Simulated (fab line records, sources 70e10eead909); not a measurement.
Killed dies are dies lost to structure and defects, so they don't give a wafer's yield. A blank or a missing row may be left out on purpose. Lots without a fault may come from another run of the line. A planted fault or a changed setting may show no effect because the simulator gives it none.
A struck lot beside a sound one | flow nand_harc | 14 steps out of a route of 1159
Sound: wafers L364.1, L364.2, L364.4. Struck: wafers L346.1, L346.2, L346.6. The cause comes at the end.
At each step with rows: each side's tool, then ch and its chambers, then its first start. Under that, the readings that differ: sound wafers | struck wafers | difference of the means | sigmas: that difference in standard deviations of wafers without a fault.
alike: readings whose means differ by less than 2 such deviations, and words and numbers that are the same on both sides. not compared: withheld readings, readings that some wafer has no value for, bounds like >300 that may hide the same value, and numbers for which the record gives no deviation and whose values overlap.
The two part at a step that has a row with sigmas, a row that says differs or no value, or rows on one side only. Numbers that don't overlap but have no deviation are shown without sigmas and don't part them. A reading that every wafer of one side lacks parts them only if that side has two wafers or more.

first, 1 step without rows for these wafers: NHARC_A_ONON_D1_DEP_19 (target thk 1000 nm).
NHARC_A_ONON_D1_THK_MEAS_21: measures by ellipsometry.
  sound on film_metro-01, day 12 23:07; struck on film_metro-01, day 8 14:25
  alike: thk_nm
then, 1 step without rows for these wafers: NHARC_A_ONON_D1_DEP_22 (target thk 1000 nm).
NHARC_A_ONON_D1_THK_MEAS_24: measures by ellipsometry.
  sound on film_metro-02, day 12 23:41; struck on film_metro-01, day 8 14:59
  alike: thk_nm
then, 1 step without rows for these wafers: NHARC_A_ONON_D1_DEP_25 (target thk 1000 nm).
NHARC_A_ONON_D1_THK_MEAS_27: measures by ellipsometry.
  sound on film_metro-02, day 13 00:15; struck on film_metro-01, day 8 15:33
  alike: thk_nm
then, 1 step without rows for these wafers: NHARC_A_ONON_D1_DEP_28 (target thk 1000 nm).
NHARC_A_ONON_D1_THK_MEAS_30: measures by ellipsometry.
  sound on film_metro-02, day 13 00:49; struck on film_metro-01, day 8 16:07
  alike: thk_nm
NHARC_A_ONON_D1_DEP_33: deposits SiO2, target thk 200 nm.
  sound on pecvd-04 ch 0,2, day 13 00:52; struck on pecvd-03 ch 0,2, day 8 16:10
  alike: heater_power_w, throttle_valve_pct
NHARC_A_ONON_D1_THK_MEAS_34: measures by ellipsometry.
  sound on film_metro-01, day 13 01:17; struck on film_metro-02, day 8 16:35
  alike: thk_nm
NHARC_A_ONON_D1_INSPECT_32:
  sound on defect_inspect-01, day 13 01:21; struck on defect_inspect-01, day 8 16:38
  alike: raw_defect_count
NHARC_A_CHANNEL_HOLE_D1_DEP_00: deposits aC, target thk 3100 nm.
  sound on acl_dep-01 ch 0, day 13 02:11; struck on acl_dep-01 ch 0, day 8 21:31
  alike: throttle_valve_pct
NHARC_A_CHANNEL_HOLE_D1_DEP_01: deposits SiON, target thk 140 nm.
  sound on pecvd-01 ch 0,2, day 13 04:05; struck on pecvd-03 ch 1,2, day 8 23:37
  alike: heater_power_w
-- the record jumps here: 12 days lie between the struck wafers' starts before and after (it left off in module A_CHANNEL_HOLE_D1 and takes up again in module END, whose first step shown is number 1159 of the route) --
NHARC_END_SORT_01:
  the record has rows for the struck wafers here (prober-01 ch 0, day 20 23:50) and none for the sound ones

WHERE THEY PART
Only at NHARC_END_SORT_01, within this record.

WHY: what the simulator had put in
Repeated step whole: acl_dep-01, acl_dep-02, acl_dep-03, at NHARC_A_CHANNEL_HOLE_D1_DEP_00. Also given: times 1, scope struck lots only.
